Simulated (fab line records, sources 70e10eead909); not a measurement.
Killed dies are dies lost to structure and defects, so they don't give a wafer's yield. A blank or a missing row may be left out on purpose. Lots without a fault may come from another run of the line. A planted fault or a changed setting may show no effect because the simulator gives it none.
fab line records | flow nand_harc
record lots=6 wafers=18 last_day=24
route steps=1159 shown A_STAIRCASE@670
lots that met no fault: from a run of the same line without faults
start_h: hours from the record's first day to the start of the lot's first wafer shown | wait_h: hours since the lot's step before | " the same as in the row above | L1.1+2: a row that stands for several wafers | - no value, or no start given | * or withheld: withheld | < > ~ a bound
route shown NAME@n: a module of which the file shows steps, and the number in the route of the first | usual: mean/standard deviation of fault-free wafers | same: alike in all rows | chamber/n: place in a boat | sites: the reading at each site | _std_site: their standard deviation | _edge_site: outer sites' mean less inner sites' | radius_mm: how far each site lies from the wafer's centre | mask NAME#n: copy n | behind: the tool/chamber that last shaped the wafer | hold: why the lot was held/for how many hours/how that ended | device: the transistor (n, p or np) that didn't switch | end of line: the same wafers' tests at the end of the route | a step without rows: its recipe alone | killed: dies lost to structure and defects at the first sort, not the wafer's yield | map: a wafer's dies, x killed, . not, _ none there
set.NAME: the setting as run; set.NAME@STEP: as run at that earlier step | model.NAME: the simulator's own value behind a step, which no gauge read
lots at some steps of the route; a table a step, a row a wafer
services: from which hour (start_h, from the record's first day; less than 0 if before it) a tool's chamber was out of use, for how many hours, and why
## steps
# step NHARC_A_STAIRCASE_STRIP_295
# recipe o2_flow_sccm=500 ar_flow_sccm=0 bias_w=0 chemistry=O2
# usual drypump_motor_current_A=5.8/0.49 o2_flow_sccm=500.1/1.7 oes_product_au=1.003/0.011 rf_vpp_V=57.8/0.91 showerhead_plenum_p_Torr=3.48/0.14 throttle_valve_pct=17.036/0.0085
# columns lot.wafer tool chamber start_h wait_h drypump_motor_current_A o2_flow_sccm oes_product_au rf_hours_counter_h rf_vpp_V showerhead_plenum_p_Torr throttle_valve_pct
L130.3 rie_diel-02 1 - - 5.7 501.7 1.001 49 57.9 3.57 17.039
L130.1 " 2 " " 5.7 503.7 0.990 50 58.6 3.37 17.046
L130.6 " 1 " " 5.7 501.0 0.994 - 57.1 3.57 17.024
L139.1 rie_diel-02 3 - - 4.9 498.0 1.008 3 58.2 3.59 17.034
L139.2 " 0 " " 6.3 500.0 1.007 3 57.3 3.45 17.040
L139.6 " 2 " " 5.7 501.8 1.011 - 56.8 3.36 17.032
L140.2 rie_diel-05 1 - - 6.0 501.5 1.016 2 59.3 3.39 17.030
L140.4 " 0 " " 5.9 499.5 1.006 2 56.9 3.31 17.035
L140.6 " 1 " " 6.0 502.5 1.018 - 58.7 3.39 17.029
L143.2 rie_diel-02 3 - - 4.9 503.5 1.016 13 57.3 3.58 17.025
L143.1 " 0 " " 6.3 496.4 1.017 11 58.2 3.45 17.029
L143.5 " 2 " " 5.7 499.4 1.027 - 58.5 3.35 17.030
L142.4 rie_diel-02 2 - - 5.7 499.2 1.018 14 57.1 3.35 17.029
L142.3 " 3 " " 4.9 499.4 1.014 13 57.9 3.58 17.041
L142.5 " 2 " " 5.7 497.3 1.006 - 56.4 3.35 17.024
L147.3 rie_diel-08 1 - - 6.5 502.1 1.018 32 56.5 3.31 17.049
L147.4 " 3 " " 6.0 497.6 1.003 30 57.3 3.45 17.031
L147.6 " 2 " " 6.1 502.4 1.005 - 59.0 3.79 17.029
# step NHARC_A_STAIRCASE_STRIP_296
# recipe time_s=900 temp_c=130 chemistry=SPM
# step NHARC_A_STAIRCASE_PRECLEAN_297
# recipe time_s=* temp_c=50 bath_age_min=0 chemistry=SC1
# step NHARC_A_STAIRCASE_SRD_298
# step NHARC_A_STAIRCASE_HM_DEP_462
# recipe target_thk_a=8000 temp_c=400 material=aC
# usual throttle_valve_pct=34.999/0.0097
# columns lot.wafer tool chamber start_h wait_h throttle_valve_pct
L130.1 acl_dep-03 0 281.51 0.1 35.015
L130.3 " 0 " " 35.006
L130.6 " 0 " " 34.996
L139.1 acl_dep-02 0 347.38 0.1 34.993
L139.2 " 0 " " 34.990
L139.6 " 0 348.91 1.6 35.003
L140.2 acl_dep-01 0 356.89 1.5 35.001
L140.4 " 0 " " 35.008
L140.6 " 0 " " 35.002
L143.1 acl_dep-03 0 370.56 0.1 35.000
L143.2 " 0 " " 35.014
L143.5 " 0 " " 34.995
L142.3 acl_dep-02 0 371.46 0.7 34.993
L142.4 " 0 " " 35.012
L142.5 " 0 " " 34.996
L147.3 acl_dep-03 0 392.91 0.7 34.990
L147.4 " 0 " " 35.013
L147.6 " 0 " " 34.995
# step NHARC_A_STAIRCASE_DEP_301
# recipe target_thk_a=300 target_thk_nm=30 temp_c=400 pressure_torr=3.5 flow_sccm=200 rf_w=350 material=SiON
# usual heater_power_w=714/88
# columns lot.wafer tool chamber start_h wait_h heater_power_w
L130.3 pecvd-03 2 283.37 0.9 806
L130.1 " 0 " " 779
L130.6 " 0 " " 774
L139.1 pecvd-04 1 349.24 1.6 879
L139.2 " 2 " " 629
L139.6 " 1 " " 768
L140.2 pecvd-04 1 358.53 1.3 903
L140.4 " 2 " " 707
L140.6 " 1 " " 882
L143.1 pecvd-03 2 372.41 1.5 711
L143.2 " 1 " " 601
L143.5 " 0 " " 664
L142.3 pecvd-03 1 372.75 1.0 650
L142.4 " 0 " " 722
L142.5 " 1 " " 668
L147.3 pecvd-02 2 394.18 1.0 757
L147.4 " 2 " " 756
L147.6 " 0 " " 619
# step NHARC_A_STAIRCASE_DEHYDRATE_302
# recipe temp_c=150 time_s=120
# step NHARC_A_STAIRCASE_HMDS_303
# recipe time_s=30
# step NHARC_A_STAIRCASE_COAT_304
# recipe spin_rpm=1200
# step NHARC_A_STAIRCASE_SOFTBAKE_305
# recipe temp_c=135 time_s=170
# step NHARC_A_STAIRCASE_EBR_306
# step NHARC_A_STAIRCASE_EXPOSE_307
# recipe na=0.5 dose_mj=45.72 mask_id=CHOP_50
# usual exposure_dose_mJ_cm2=45.72/0.05 focus_offset_nm=0.0/0.51
# columns lot.wafer tool chamber start_h wait_h mask exposure_dose_mJ_cm2 focus_offset_nm
L130.1 krf_scanner-04 0 283.97 - CHOP_50#0 45.71 0.1
L130.3 " 0 " " CHOP_50#0 45.74 -0.2
L130.6 " 0 " " CHOP_50#0 45.72 0.2
L139.1 krf_scanner-03 0 349.87 - CHOP_50#0 45.69 0.2
L139.2 " 0 " " CHOP_50#0 45.75 1.2
L139.6 " 0 " " CHOP_50#0 45.68 -0.2
L140.2 krf_scanner-03 - 359.08 - CHOP_50#0 - -
L140.4 " - " " CHOP_50#0 - -
L140.6 " - " " CHOP_50#0 - -
L143.1 krf_scanner-04 - 373.01 - CHOP_50#0 - -
L143.2 " - " " CHOP_50#0 - -
L143.5 " - " " CHOP_50#0 - -
L142.3 krf_scanner-04 0 373.21 - CHOP_50#0 45.71 -0.9
L142.4 " 0 " " CHOP_50#0 45.62 -0.8
L142.5 " 0 " " CHOP_50#0 45.72 -1.1
L147.3 krf_scanner-03 0 394.68 - CHOP_50#0 45.66 0.5
L147.4 " 0 " " CHOP_50#0 45.67 -0.6
L147.6 " 0 " " CHOP_50#0 45.68 -0.4
# step NHARC_A_STAIRCASE_PEB_308
# recipe peb_temp_c=115 peb_time_s=130
## services
# columns tool chamber start_h hours kind
rie_diel-02 0 259.18 - clean
rie_diel-02 1 259.18 - clean
rie_diel-02 2 259.18 - clean
rie_diel-02 3 259.18 - clean
rie_diel-08 1 266.83 8.9 repair
rie_diel-02 0 283.68 - clean
rie_diel-02 1 283.68 - clean
rie_diel-05 2 290.67 5.8 repair
pecvd-03 - 292.64 13.0 pm
acl_dep-01 - 293.62 13.0 pm
krf_scanner-04 - 298.00 4.0 pm
pecvd-04 0 299.85 14.3 repair
rie_diel-08 - 302.57 9.0 pm
rie_diel-05 0 326.59 4.0 repair
rie_diel-02 - 327.84 9.0 pm
pecvd-02 - 334.21 13.0 pm
krf_scanner-03 - 340.00 4.0 pm
rie_diel-05 - 340.75 9.0 pm
pecvd-03 - 349.34 0.9 repair
acl_dep-02 - 350.09 13.0 pm
krf_scanner-03 - 375.66 0.2 repair
pecvd-04 - 376.04 13.0 pm
pecvd-04 0 391.06 6.0 repair
rie_diel-08 1 393.69 15.0 repair
## key
first_sign step=NHARC_A_STAIRCASE_EXPOSE_307 reading=tool_record direction=missing
effect none on later readings
met_at NHARC_A_STAIRCASE_EXPOSE_307
struck_wafers L140.2,L140.4,L140.6,L143.1,L143.2,L143.5
later_rows_left_out L140.2,L140.4,L140.6,L143.1,L143.2,L143.5
sort_left_out L140.2,L140.4,L140.6,L143.1,L143.2,L143.5
tester_left_out L140,L143
onset_between 349.87 359.08
fault kind=skipped_step_whole tool=krf_scanner-02,krf_scanner-03,krf_scanner-04 chamber=- onset_h=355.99 steps=NHARC_A_STAIRCASE_EXPOSE_307 scope=struck_lots_only
# tester_left_out: of these lots the tester's yield and bins aren't shown, on N5 and GAA mostly nor the transistor test; their killed dies are dies lost to structure and defects alone, not to doping, threshold or leakage, so they don't give the yield
# sort_left_out: the simulated sort isn't trusted on such a fault, so these wafers' sort isn't shown, and their yield isn't known
# later_rows_left_out: the simulator's readings of these wafers behind a module that went badly wrong aren't trusted and aren't shown, but for the sort
